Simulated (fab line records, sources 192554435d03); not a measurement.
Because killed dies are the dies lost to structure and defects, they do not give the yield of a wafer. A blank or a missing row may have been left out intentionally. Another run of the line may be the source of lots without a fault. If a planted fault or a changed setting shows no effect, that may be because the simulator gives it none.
Matching of chambers | flow n5_finfet | rie_diel-06 running N5_BEOL_M4_STRIP_66: 4 sister chambers
The step strips in CF4. 8 wafers are shown with their chamber, then 7 later ones without.

WAFERS PAIRED WITH THEIR CHAMBERS
wafer  | chamber | throttle_valve_pct (%) | drypump_motor_current_A (A)
L076.4 | 1       | 13.58                  | 5.4
L078.2 | 0       | 13.85                  | 5.0
L078.4 | 2       | 13.63                  | 5.2
L079.1 | 1       | 13.59                  | 5.3
L079.2 | 2       | 13.63                  | 5.2
L079.5 | 3       | 13.20                  | 4.9
L081.2 | 3       | 13.23                  | 4.9
L081.4 | 0       | 13.86                  | 5.0

WAFERS MISSING THEIR CHAMBER
wafer  | throttle_valve_pct (%) | drypump_motor_current_A (A)
L081.5 | 13.21                  | 4.9
L088.1 | 13.68                  | 5.2
L088.2 | 13.24                  | 4.9
L088.4 | 13.87                  | 5.1
L092.1 | 13.68                  | 5.2
L092.2 | 13.89                  | 5.0
L092.5 | 13.89                  | 5.0

EACH ONE'S CHAMBER
wafer  | from the rows above | in truth
L081.5 | 3                   | 3
L088.1 | 2                   | 2
L088.2 | 3                   | 3
L088.4 | 0                   | 0
L092.1 | 2                   | 2
L092.2 | 0                   | 0
L092.5 | 0                   | 0
7 of 7 placed correctly. Not placeable from these rows: 0. 0 placed wrongly.
How it was worked out, from the rows above alone: a wafer's distance from a chamber is the root of the sum, over the readings, of the square of ((its reading less the chamber's mean) divided by the reading's scatter). The wafer belongs to the nearest chamber; if the next one is less than 2 further off, it can't be placed. A chamber's mean is the mean of its shown wafers. How the scatter is found: for the shown wafers, subtract from each reading the mean of its chamber, square and add these, divide the total by (wafers less chambers), then take the root.
